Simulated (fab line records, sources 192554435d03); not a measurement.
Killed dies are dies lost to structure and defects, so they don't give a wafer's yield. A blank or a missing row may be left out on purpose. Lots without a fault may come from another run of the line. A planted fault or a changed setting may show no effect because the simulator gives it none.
Chamber matching | flow n5_finfet | N5_DUMMY_GATE_STRIP_48 on rie_diel-06: 4 sister chambers
The step strips in N2/H2, time 20 s. 8 wafers are shown with their chamber, then 12 later ones without.

WAFERS WITH THEIR CHAMBER
wafer  | chamber | showerhead_plenum_p_Torr (Torr) | drypump_motor_current_A (A)
L078.3 | 3       | 3.51                            | 5.7
L079.4 | 3       | 3.50                            | 5.7
L081.6 | 0       | 3.29                            | 5.1
L085.1 | 1       | 3.37                            | 6.6
L085.5 | 0       | 3.28                            | 5.2
L090.4 | 2       | 3.50                            | 5.7
L090.5 | 1       | 3.37                            | 6.6
L090.6 | 2       | 3.50                            | 5.7

WAFERS WITHOUT THEIR CHAMBER
wafer  | showerhead_plenum_p_Torr (Torr) | drypump_motor_current_A (A)
L091.1 | 3.50                            | 5.6
L091.2 | 3.28                            | 5.2
L091.4 | 3.49                            | 5.7
L095.1 | 3.50                            | 5.6
L095.3 | 3.36                            | 6.5
L095.5 | 3.49                            | 5.7
L096.1 | 3.49                            | 5.7
L096.5 | 3.49                            | 5.6
L096.6 | 3.50                            | 5.7
L097.1 | 3.50                            | 5.6
L097.3 | 3.27                            | 5.2
L097.5 | 3.36                            | 6.6

WHICH CHAMBER EACH WENT THROUGH
wafer  | from the rows above     | in truth
L091.1 | can't be placed: 2 or 3 | 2
L091.2 | 0                       | 0
L091.4 | can't be placed: 2 or 3 | 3
L095.1 | can't be placed: 2 or 3 | 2
L095.3 | 1                       | 1
L095.5 | can't be placed: 2 or 3 | 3
L096.1 | can't be placed: 2 or 3 | 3
L096.5 | can't be placed: 2 or 3 | 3
L096.6 | can't be placed: 2 or 3 | 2
L097.1 | can't be placed: 2 or 3 | 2
L097.3 | 0                       | 0
L097.5 | 1                       | 1
Placed correctly: 4 of 12. Can't be placed from these rows: 8 (the true chamber is among the candidates in 8). Placed wrongly: 0.
How it was worked out, from the rows above alone: a wafer's distance from a chamber is the root of the sum, over the readings, of the square of ((its reading less the chamber's mean) divided by the reading's scatter). The wafer belongs to the nearest chamber; if the next one is less than 2 further off, it can't be placed. A chamber's mean is the mean of its shown wafers. The scatter: the root of (the sum of the squares of (reading less its chamber's mean) over the shown wafers, divided by (wafers less chambers)).
